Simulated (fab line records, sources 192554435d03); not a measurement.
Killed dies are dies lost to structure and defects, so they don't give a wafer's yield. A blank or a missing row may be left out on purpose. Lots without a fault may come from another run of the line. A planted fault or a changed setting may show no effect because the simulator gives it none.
Which tool did it? | flow n5_finfet | 22 lots, 66 wafers sampled, at 3 steps of a route of 1938

WHAT THE GAUGES READ, wafer by wafer
N5_BEOL_M11_OCD_MEAS_38. Usual: trench_depth_nm 148.5 nm, standard deviation 2.
lot  | measured     | on     | trench_depth_nm (nm) | flag
L074 | day 10 17:16 | ocd-01 | 148.5 146.7 146.6    |
L076 | day 11 06:54 | ocd-01 | 147.4 148.2 147.1    |
L078 | day 12 00:29 | ocd-01 | 148.0 147.0 147.0    |
L075 | day 12 04:12 | ocd-02 | 146.7 147.4 147.8    |
L077 | day 12 11:17 | ocd-02 | 147.7 147.7 148.0    |
L083 | day 13 00:49 | ocd-02 | 147.8 150.0 146.8    |
L079 | day 13 08:00 | ocd-01 | 147.6 151.0 149.6    |
L080 | day 13 14:32 | ocd-01 | 147.0 151.1 151.4    |
L081 | day 13 14:43 | ocd-02 | 149.7 152.0 147.6    |
L084 | day 13 22:40 | ocd-01 | 150.2 147.3 151.3    |
L082 | day 14 02:12 | ocd-01 | 149.3 146.3 148.1    |
L087 | day 14 06:07 | ocd-02 | 149.7 149.6 148.6    |
L085 | day 14 12:55 | ocd-01 | 147.0 147.7 149.1    |
L086 | day 14 19:04 | ocd-02 | 146.8 145.1 148.2    |
L088 | day 14 22:13 | ocd-02 | 150.6 148.9 144.0    |
L090 | day 15 02:21 | ocd-01 | 149.4 144.0 150.7    |
L089 | day 15 08:23 | ocd-01 | 151.5 147.9 147.1    |
L093 | day 16 02:17 | ocd-01 | 151.8 147.1 147.6    |
L096 | day 16 04:43 | ocd-01 | 143.1 149.0 149.1    |
L095 | day 16 11:53 | ocd-02 | 149.9 152.5 148.9    |
L094 | day 16 12:21 | ocd-02 | 148.2 152.8 149.1    |
L097 | day 17 09:52 | ocd-02 | 150.1 150.0 150.0    |

WHICH TOOL RAN EACH LOT (tool, then ch and the chambers of the sampled wafers, then the start)
lot  | N5_BEOL_M11_STRIP_36               | N5_BEOL_M11_ETCH_41
L074 | rie_diel-02 ch 0,2, day 10 17:02   | rie_diel-02 ch 0,2, day 10 17:16 or earlier
L076 | rie_diel-02 ch 1,2,3, day 11 06:40 | rie_diel-02 ch 1,2,3, day 11 06:54 or earlier
L078 | rie_diel-02 ch 0,3, day 12 00:16   | rie_diel-02 ch 0,3, day 12 00:29 or earlier
L075 | rie_diel-04 ch 0,1, day 12 03:58   | rie_diel-04 ch 0,1, day 12 04:12 or earlier
L077 | rie_diel-02 ch 1,2,3, day 12 11:04 | rie_diel-02 ch 1,2,3, day 12 11:17 or earlier
L083 | rie_diel-04 ch 0,2,3, day 13 00:36 | rie_diel-04 ch 0,2,3, day 13 00:49 or earlier
L079 | rie_diel-02 ch 0,1, day 13 07:47   | rie_diel-02 ch 0,1, day 13 08:00 or earlier
L080 | rie_diel-05 ch 0,2, day 13 14:19   | rie_diel-05 ch 0,2, day 13 14:32 or earlier
L081 | rie_diel-04 ch 2,3, day 13 14:29   | rie_diel-04 ch 2,3, day 13 14:43 or earlier
L084 | rie_diel-05 ch 0,2, day 13 22:26   | rie_diel-05 ch 0,2, day 13 22:40 or earlier
L082 | rie_diel-04 ch 0,1,3, day 14 01:58 | rie_diel-04 ch 0,1,3, day 14 02:12 or earlier
L087 | rie_diel-02 ch 1,3, day 14 05:53   | rie_diel-02 ch 1,3, day 14 06:07 or earlier
L085 | rie_diel-02 ch 0,1,3, day 14 12:42 | rie_diel-02 ch 0,1,3, day 14 12:55 or earlier
L086 | rie_diel-04 ch 0,1,2, day 14 18:51 | rie_diel-04 ch 0,1,2, day 14 19:04 or earlier
L088 | rie_diel-05 ch 1,2,3, day 14 21:59 | rie_diel-05 ch 1,2,3, day 14 22:13 or earlier
L090 | rie_diel-05 ch 1,2,3, day 15 02:08 | rie_diel-05 ch 1,2,3, day 15 02:21 or earlier
L089 | rie_diel-02 ch 0,2,3, day 15 08:10 | rie_diel-02 ch 0,2,3, day 15 08:23 or earlier
L093 | rie_diel-02 ch 0,3, day 16 02:04   | rie_diel-02 ch 0,3, day 16 02:17 or earlier
L096 | rie_diel-05 ch 2,3, day 16 04:30   | rie_diel-05 ch 2,3, day 16 04:43 or earlier
L095 | rie_diel-04 ch 2,3, day 16 11:40   | rie_diel-04 ch 2,3, day 16 11:53 or earlier
L094 | rie_diel-04 ch 0,3, day 16 12:08   | rie_diel-04 ch 0,3, day 16 12:21 or earlier
L097 | rie_diel-05 ch 1,3, day 17 09:38   | rie_diel-05 ch 1,3, day 17 09:52 or earlier
- N5_BEOL_M11_STRIP_36: strips in N2/H2.
- N5_BEOL_M11_ETCH_41: etches SiCN in CH3F/O2, target depth 42.6 nm, time 86 s.

WHAT THE TOOLS THEMSELVES READ (means of the sampled wafers that have a number; where no wafer has one, the mark that the record gives instead)
N5_BEOL_M11_STRIP_36. Usual: chamber_pressure_mTorr 20.00 mTorr, standard deviation 0.04; drypump_motor_current_A 5.8 A, standard deviation 0.51; oes_product_au 0.78 a.u., standard deviation 0.1; rf_vpp_V 59.0 V, standard deviation 1.9; showerhead_plenum_p_Torr 2.54 Torr, standard deviation 0.088; throttle_valve_pct 23.70 %, standard deviation 0.27.
lot  | tool        | chamber_pressure_mTorr (mTorr) | drypump_motor_current_A (A) | oes_product_au (a.u.) | rf_vpp_V (V) | showerhead_plenum_p_Torr (Torr) | throttle_valve_pct (%) | flag
L074 | rie_diel-02 | 19.98                          | 5.9                         | 0.72                  | 57.3         | 2.52                            | 23.95                  |
L076 | rie_diel-02 | 19.98                          | 5.4                         | 0.79                  | 59.6         | 2.59                            | 23.55                  |
L078 | rie_diel-02 | 20.02                          | 5.6                         | 0.70                  | 58.5         | 2.51                            | 24.14                  |
L075 | rie_diel-04 | 20.03                          | 6.3                         | 0.70                  | 60.8         | 2.48                            | 23.67                  |
L077 | rie_diel-02 | 20.01                          | 5.4                         | 0.78                  | 58.6         | 2.59                            | 23.56                  |
L083 | rie_diel-04 | 19.99                          | 5.7                         | 0.78                  | 60.9         | 2.61                            | 23.60                  |
L079 | rie_diel-02 | 19.98                          | 5.9                         | 0.81                  | 56.7         | 2.63                            | 23.65                  |
L080 | rie_diel-05 | 19.98                          | 5.5                         | 0.82                  | 59.1         | 2.49                            | 23.60                  |
L081 | rie_diel-04 | 20.00                          | 5.6                         | 0.78                  | 59.0         | 2.65                            | 23.59                  |
L084 | rie_diel-05 | 20.03                          | 5.5                         | 0.83                  | 58.0         | 2.49                            | 23.57                  |
L082 | rie_diel-04 | 19.98                          | 6.1                         | 0.78                  | 57.0         | 2.54                            | 23.72                  |
L087 | rie_diel-02 | 20.01                          | 5.5                         | 0.82                  | 58.0         | 2.64                            | 23.57                  |
L085 | rie_diel-02 | 19.99                          | 5.5                         | 0.85                  | 61.1         | 2.57                            | 23.74                  |
L086 | rie_diel-04 | 19.99                          | 6.1                         | 0.71                  | 60.0         | 2.51                            | 23.73                  |
L088 | rie_diel-05 | 20.01                          | 5.9                         | 0.74                  | 59.2         | 2.49                            | 23.82                  |
L090 | rie_diel-05 | 20.03                          | 5.9                         | 0.74                  | 60.4         | 2.49                            | 23.82                  |
L089 | rie_diel-02 | 19.99                          | 5.5                         | 0.78                  | 57.1         | 2.51                            | 23.80                  |
L093 | rie_diel-02 | 19.98                          | 5.2                         | 0.77                  | 58.8         | 2.50                            | 23.94                  |
L096 | rie_diel-05 | 20.00                          | 5.5                         | 0.79                  | 58.0         | 2.48                            | 23.74                  |
L095 | rie_diel-04 | 20.00                          | 5.6                         | 0.77                  | 60.1         | 2.64                            | 23.62                  |
L094 | rie_diel-04 | 20.01                          | 5.9                         | 0.75                  | 58.9         | 2.56                            | 23.56                  |
L097 | rie_diel-05 | 19.94                          | 6.3                         | 0.95                  | 57.7         | 2.49                            | 23.60                  |

N5_BEOL_M11_ETCH_41. Usual: CH3F_flow_sccm 30.00 sccm, standard deviation 0.083; chamber_pressure_mTorr 30.001 mTorr, standard deviation 0.027; drypump_motor_current_A 5.8 A, standard deviation 0.51; oes_product_au 0.78 a.u., standard deviation 0.1; rf_vpp_V 297.4 V, standard deviation 1.6; showerhead_plenum_p_Torr 2.00 Torr, standard deviation 0.069; throttle_valve_pct 16.39 %, standard deviation 0.28.
lot  | tool        | CH3F_flow_sccm (sccm) | chamber_pressure_mTorr (mTorr) | drypump_motor_current_A (A) | oes_product_au (a.u.) | rf_vpp_V (V) | showerhead_plenum_p_Torr (Torr) | throttle_valve_pct (%) | flag
L074 | rie_diel-02 | 29.95                 | 30.025                         | 5.9                         | 0.71                  | 297.0        | 1.98                            | 16.55                  |
L076 | rie_diel-02 | 29.98                 | 29.997                         | 5.4                         | 0.79                  | 298.0        | 2.04                            | 16.25                  |
L078 | rie_diel-02 | 29.98                 | 30.031                         | 5.6                         | 0.70                  | 296.6        | 1.98                            | 16.72                  |
L075 | rie_diel-04 | 30.01                 | 29.981                         | 6.3                         | 0.71                  | 296.0        | 1.96                            | 16.56                  |
L077 | rie_diel-02 | 30.02                 | 29.999                         | 5.4                         | 0.77                  | 298.0        | 2.04                            | 16.27                  |
L083 | rie_diel-04 | 29.97                 | 29.991                         | 5.8                         | 0.79                  | 297.6        | 2.06                            | 16.45                  |
L079 | rie_diel-02 | 30.06                 | 29.964                         | 5.9                         | 0.81                  | 298.0        | 2.07                            | 16.25                  |
L080 | rie_diel-05 | 29.96                 | 30.018                         | 5.5                         | 0.82                  | 297.2        | 1.96                            | 16.13                  |
L081 | rie_diel-04 | 30.00                 | 29.993                         | 5.6                         | 0.79                  | 299.8        | 2.08                            | 16.41                  |
L084 | rie_diel-05 | 30.05                 | 29.990                         | 5.5                         | 0.81                  | 296.7        | 1.96                            | 16.14                  |
L082 | rie_diel-04 | 29.92                 | 30.013                         | 6.1                         | 0.78                  | 298.0        | 2.00                            | 16.48                  |
L087 | rie_diel-02 | 30.01                 | 30.013                         | 5.5                         | 0.81                  | 298.2        | 2.07                            | 16.24                  |
L085 | rie_diel-02 | 30.12                 | 30.009                         | 5.6                         | 0.85                  | 297.8        | 2.02                            | 16.33                  |
L086 | rie_diel-04 | 30.01                 | 30.030                         | 6.1                         | 0.71                  | 297.1        | 1.98                            | 16.53                  |
L088 | rie_diel-05 | 30.00                 | 29.984                         | 5.9                         | 0.74                  | 297.1        | 1.96                            | 16.49                  |
L090 | rie_diel-05 | 29.97                 | 30.038                         | 5.9                         | 0.74                  | 298.0        | 1.96                            | 16.49                  |
L089 | rie_diel-02 | 30.02                 | 29.999                         | 5.5                         | 0.79                  | 295.8        | 1.98                            | 16.41                  |
L093 | rie_diel-02 | 29.98                 | 30.010                         | 5.2                         | 0.77                  | 296.8        | 1.97                            | 16.58                  |
L096 | rie_diel-05 | 30.08                 | 29.982                         | 5.5                         | 0.78                  | 297.1        | 1.95                            | 16.29                  |
L095 | rie_diel-04 | 30.01                 | 30.008                         | 5.5                         | 0.77                  | 299.1        | 2.08                            | 16.43                  |
L094 | rie_diel-04 | 30.06                 | 30.025                         | 6.0                         | 0.75                  | 297.3        | 2.03                            | 16.55                  |
L097 | rie_diel-05 | 29.96                 | 29.996                         | 6.3                         | 0.95                  | 296.6        | 1.96                            | 16.25                  |

THE ANSWER, worked out from the rows above alone
Rule: a lot is off if the mean of its wafers that have a number lies more than 3 standard deviations from the usual mean. A lot without any number at a reading at which 4 lots or more have one is off too. The other lots that the step has rows for count as sound. The gauges are gone through in route order, then the tools' own readings, and for those a lot's mean is taken as printed above. The first step at which some lot is off is used, and at that step the reading that is off furthest; a lot without a number counts as furthest.
No lot is off at any reading shown: from this, nothing can be told.

WHAT THE SIMULATOR HAD PUT IN
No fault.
